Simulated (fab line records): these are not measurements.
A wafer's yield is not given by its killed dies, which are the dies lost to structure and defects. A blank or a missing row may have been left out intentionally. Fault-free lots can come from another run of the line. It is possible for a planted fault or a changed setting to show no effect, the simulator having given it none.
Split-lot experiment    flow n5_finfet    21 wafers read across 7 lots, on a route 1938 steps long

ABOUT THE SPLIT
At N5_FIN_SAQP_EXPOSE_13 (exposes mask FIN CORE, target cd 35.6 nm), the setting dose_mj was moved away from the recipe's 63.25 on 7 of the 21 wafers read, by -6.2% to +2.1%. All remaining wafers had this setting at the recipe value.

FROM THE SPLIT TO THE READING: what the file shows between them, 2 steps
- N5_FIN_SAQP_PEB_14: peb time 60 s
- N5_FIN_SAQP_DEVELOP_15: develop time 30 s

THE READING
cd_nm, in nm, at N5_FIN_SAQP_CD_MEAS_16 (target cd 35.6 nm). On this fab line, fault-free wafers typically give 35.8 nm with a standard deviation of 0.38 nm.

wafer   tool, chamber at the split  dose_mj as run  against the recipe  cd_nm, nm  against lot-mates on the recipe
L074.1  arfi_scanner-02, 0          63.25           recipe              36.2       -
L074.2  arfi_scanner-02, 0          63.25           recipe              36.3       -
L074.3  arfi_scanner-02, 0          63.25           recipe              35.6       -
L076.1  arfi_scanner-03, 0          63.25           recipe              35.6       -
L076.2  arfi_scanner-03, 0          59.33           -6.2%               37.9       +2.3
L076.4  arfi_scanner-03, 0          59.33           -6.2%               37.7       +2.1
L078.2  arfi_scanner-02, 0          60.24           -4.8%               37.2       +1.3
L078.3  arfi_scanner-02, 0          63.25           recipe              35.9       -
L078.6  arfi_scanner-02, 0          60.24           -4.8%               36.9       +1.0
L082.1  arfi_scanner-01, 0          63.25           recipe              36.6       -
L082.3  arfi_scanner-01, 0          63.25           recipe              35.7       -
L082.4  arfi_scanner-01, 0          63.25           recipe              35.8       -
L084.2  arfi_scanner-01, 0          63.25           recipe              36.1       -
L084.3  arfi_scanner-01, 0          64.56           +2.1%               35.5       -0.7
L084.5  arfi_scanner-01, 0          63.25           recipe              36.2       -
L087.3  arfi_scanner-02, 0          63.25           recipe              35.1       -
L087.4  arfi_scanner-02, 0          61.67           -2.5%               36.0       +0.9
L087.5  arfi_scanner-02, 0          61.67           -2.5%               35.4       +0.3
L095.2  arfi_scanner-01, 0          63.25           recipe              35.3       -
L095.4  arfi_scanner-01, 0          63.25           recipe              35.5       -
L095.5  arfi_scanner-01, 0          63.25           recipe              35.9       -

FIT RESULTS
A straight line over all 21 wafers: cd_nm changes by -0.265 nm for each +1% of dose_mj; r = -0.81; the points scatter about the line by 0.46 nm.
The same after taking each lot's own level away (the mean of its wafers on the recipe; 21 wafers): -0.31 nm for each +1%; r = -0.93; scatter 0.29 nm.
On that fit, the largest move of dose_mj shifts the reading by 1.9 nm.
The lots' own levels span 35.10 to 36.15 nm, that is 2.8 times the standard deviation above.
So the lot-to-lot level changes the slope: the two fits differ.
Check: +1.75 nm against its lot-mates is what the line predicts for one of the wafers moved furthest among these (-6.2%) when that wafer is left out of the fit. Against them it came out at +2.3 nm.

OTHER SPLITS APPLIED TO THESE WAFERS
These wafers also went through other splits before the reading. Each is held against what the fit with the lots' levels taken away leaves over:
other split on the same wafers          wafers away from the commonest value  r with cd_nm (lot level and that fit taken away)
N5_WELL_APT_COAT_02 spin_rpm            5                                     +0.08
N5_PMOS_HMC_CHANNEL_EPI_ETCH_32 bias_w  7                                     +0.10

THE FILE'S OWN FIT
cd_nm changes by -0.306 nm for each +1% of dose_mj, r = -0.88.
